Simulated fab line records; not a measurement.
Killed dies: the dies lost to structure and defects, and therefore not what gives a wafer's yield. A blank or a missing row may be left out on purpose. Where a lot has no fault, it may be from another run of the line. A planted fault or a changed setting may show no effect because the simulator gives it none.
Split-lot trial || flow n5Finfet || 21 wafers read across 7 lots, on a route 1938 steps long

== ON THE SPLIT ==
At N5_BEOL_M0_SAQP_DESCUM_45 (chemistry O2, time 7 s), the setting timeS was moved away from the recipe's 7 s on 6 of the 21 wafers read, by -7.4% to +16.3%. For the rest of the wafers, this setting stayed at what the recipe calls for.

Reading taken at the split's own step.

== THE READING ==
CAR-EUV_of_BEOL_M0_SAQP_COAT_34.thkNm (the simulator's own value, which no gauge read), in nm, at N5_BEOL_M0_SAQP_DESCUM_45 (chemistry O2, time 7 s). The file gives no usual value for it. The 15 wafers here that ran the recipe average 26.1 nm, standard deviation 0.094 nm.

{"wafer": "L077.1", "tool, chamber at the split": "rieDiel-01, 1,0", "timeS as run, s": 6.535, "against the recipe": "-6.6%", "CAR-EUV_of_BEOL_M0_SAQP_COAT_34.thkNm, nm": 26.4, "against lot-mates on the recipe": "+0.4"}
{"wafer": "L077.4", "tool, chamber at the split": "rieDiel-01, 1,0", "timeS as run, s": 6.535, "against the recipe": "-6.6%", "CAR-EUV_of_BEOL_M0_SAQP_COAT_34.thkNm, nm": 26.4, "against lot-mates on the recipe": "+0.4"}
{"wafer": "L077.6", "tool, chamber at the split": "rieDiel-01, 3", "timeS as run, s": 7, "against the recipe": "recipe", "CAR-EUV_of_BEOL_M0_SAQP_COAT_34.thkNm, nm": 26, "against lot-mates on the recipe": "-"}
{"wafer": "L080.2", "tool, chamber at the split": "rieDiel-01, 0", "timeS as run, s": 7, "against the recipe": "recipe", "CAR-EUV_of_BEOL_M0_SAQP_COAT_34.thkNm, nm": 26.2, "against lot-mates on the recipe": "-"}
{"wafer": "L080.5", "tool, chamber at the split": "rieDiel-01, 2", "timeS as run, s": 7, "against the recipe": "recipe", "CAR-EUV_of_BEOL_M0_SAQP_COAT_34.thkNm, nm": 26, "against lot-mates on the recipe": "-"}
{"wafer": "L080.6", "tool, chamber at the split": "rieDiel-01, 3", "timeS as run, s": 7.919, "against the recipe": "+13.1%", "CAR-EUV_of_BEOL_M0_SAQP_COAT_34.thkNm, nm": 25.6, "against lot-mates on the recipe": -0.5}
{"wafer": "L082.4", "tool, chamber at the split": "rieDiel-06, 0,3", "timeS as run, s": 7, "against the recipe": "recipe", "CAR-EUV_of_BEOL_M0_SAQP_COAT_34.thkNm, nm": 26.2, "against lot-mates on the recipe": "-"}
{"wafer": "L082.5", "tool, chamber at the split": "rieDiel-06, 0,3", "timeS as run, s": 7, "against the recipe": "recipe", "CAR-EUV_of_BEOL_M0_SAQP_COAT_34.thkNm, nm": 26.2, "against lot-mates on the recipe": "-"}
{"wafer": "L082.6", "tool, chamber at the split": "rieDiel-06, 0", "timeS as run, s": 8.14, "against the recipe": "+16.3%", "CAR-EUV_of_BEOL_M0_SAQP_COAT_34.thkNm, nm": 25.6, "against lot-mates on the recipe": -0.6}
{"wafer": "L089.2", "tool, chamber at the split": "rieDiel-06, 0", "timeS as run, s": 7, "against the recipe": "recipe", "CAR-EUV_of_BEOL_M0_SAQP_COAT_34.thkNm, nm": 26.2, "against lot-mates on the recipe": "-"}
{"wafer": "L089.3", "tool, chamber at the split": "rieDiel-06, 1", "timeS as run, s": 7, "against the recipe": "recipe", "CAR-EUV_of_BEOL_M0_SAQP_COAT_34.thkNm, nm": 26, "against lot-mates on the recipe": "-"}
{"wafer": "L089.5", "tool, chamber at the split": "rieDiel-06, 1", "timeS as run, s": 7, "against the recipe": "recipe", "CAR-EUV_of_BEOL_M0_SAQP_COAT_34.thkNm, nm": 26, "against lot-mates on the recipe": "-"}
{"wafer": "L090.3", "tool, chamber at the split": "rieDiel-06, 1", "timeS as run, s": 6.481, "against the recipe": "-7.4%", "CAR-EUV_of_BEOL_M0_SAQP_COAT_34.thkNm, nm": 26.4, "against lot-mates on the recipe": "+0.2"}
{"wafer": "L090.6", "tool, chamber at the split": "rieDiel-06, 1", "timeS as run, s": 6.481, "against the recipe": "-7.4%", "CAR-EUV_of_BEOL_M0_SAQP_COAT_34.thkNm, nm": 26.4, "against lot-mates on the recipe": "+0.2"}
{"wafer": "L090.5", "tool, chamber at the split": "rieDiel-06, 0", "timeS as run, s": 7, "against the recipe": "recipe", "CAR-EUV_of_BEOL_M0_SAQP_COAT_34.thkNm, nm": 26.2, "against lot-mates on the recipe": "-"}
{"wafer": "L092.1", "tool, chamber at the split": "rieDiel-05, 0,2,3", "timeS as run, s": 7, "against the recipe": "recipe", "CAR-EUV_of_BEOL_M0_SAQP_COAT_34.thkNm, nm": 26, "against lot-mates on the recipe": "-"}
{"wafer": "L092.4", "tool, chamber at the split": "rieDiel-05, 0,2,3", "timeS as run, s": 7, "against the recipe": "recipe", "CAR-EUV_of_BEOL_M0_SAQP_COAT_34.thkNm, nm": 26, "against lot-mates on the recipe": "-"}
{"wafer": "L092.5", "tool, chamber at the split": "rieDiel-05, 0,2,3", "timeS as run, s": 7, "against the recipe": "recipe", "CAR-EUV_of_BEOL_M0_SAQP_COAT_34.thkNm, nm": 26, "against lot-mates on the recipe": "-"}
{"wafer": "L096.3", "tool, chamber at the split": "rieDiel-06, 1,0,3", "timeS as run, s": 7, "against the recipe": "recipe", "CAR-EUV_of_BEOL_M0_SAQP_COAT_34.thkNm, nm": 26, "against lot-mates on the recipe": "-"}
{"wafer": "L096.5", "tool, chamber at the split": "rieDiel-06, 1,0,3", "timeS as run, s": 7, "against the recipe": "recipe", "CAR-EUV_of_BEOL_M0_SAQP_COAT_34.thkNm, nm": 26, "against lot-mates on the recipe": "-"}
{"wafer": "L096.6", "tool, chamber at the split": "rieDiel-06, 1,0,3", "timeS as run, s": 7, "against the recipe": "recipe", "CAR-EUV_of_BEOL_M0_SAQP_COAT_34.thkNm, nm": 26, "against lot-mates on the recipe": "-"}
If several chambers appear in one row, that row covers several wafers at once and the file leaves open which wafer was in which chamber.

FIT RESULTS
A straight line over all 21 wafers: CAR-EUV_of_BEOL_M0_SAQP_COAT_34.thkNm changes by -0.0364 nm for each +1% of timeS; r = -0.91; the points scatter about the line by 0.093 nm.
The same after taking each lot's own level away (the mean of its wafers on the recipe; 21 wafers): -0.0387 nm for each +1%; r = -0.95; scatter 0.073 nm.
The reading moves by 0.63 nm for the largest change in timeS, on that fit.
Measured against the standard deviation above, the lots' own levels, which go from 26.00 to 26.20 nm, span 2.1 times it.
The two slopes agree, so the slope changes little with the lot-to-lot level.
Check: for one of the wafers moved furthest among these (+16.3%), held out of the fit, the line's prediction against its lot-mates is -0.644 nm. It came out at -0.6 nm against them.

== FURTHER SPLITS ON THESE WAFERS ==
These wafers also went through other splits before the reading. Each is held against what the fit with the lots' levels taken away leaves over:
{"other split on the same wafers": "N5_GATE_CUT_CUT_ETCH_54 icpW", "wafers away from the commonest value": 8, "r with CAR-EUV_of_BEOL_M0_SAQP_COAT_34.thkNm (lot level and that fit taken away)": -0.04}
{"other split on the same wafers": "N5_MOL_CONTACT_COAG_ETCHBACK_135 timeS", "wafers away from the commonest value": 7, "r with CAR-EUV_of_BEOL_M0_SAQP_COAT_34.thkNm (lot level and that fit taken away)": "+0.52"}
{"other split on the same wafers": "N5_BEOL_M0_SAQP_COAT_08 spinRpm", "wafers away from the commonest value": 7, "r with CAR-EUV_of_BEOL_M0_SAQP_COAT_34.thkNm (lot level and that fit taken away)": "+0.19"}

== THE FILE'S OWN FIT ==
CAR-EUV_of_BEOL_M0_SAQP_COAT_34.thkNm changes by -0.0382 nm for each +1% of timeS, r = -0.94.
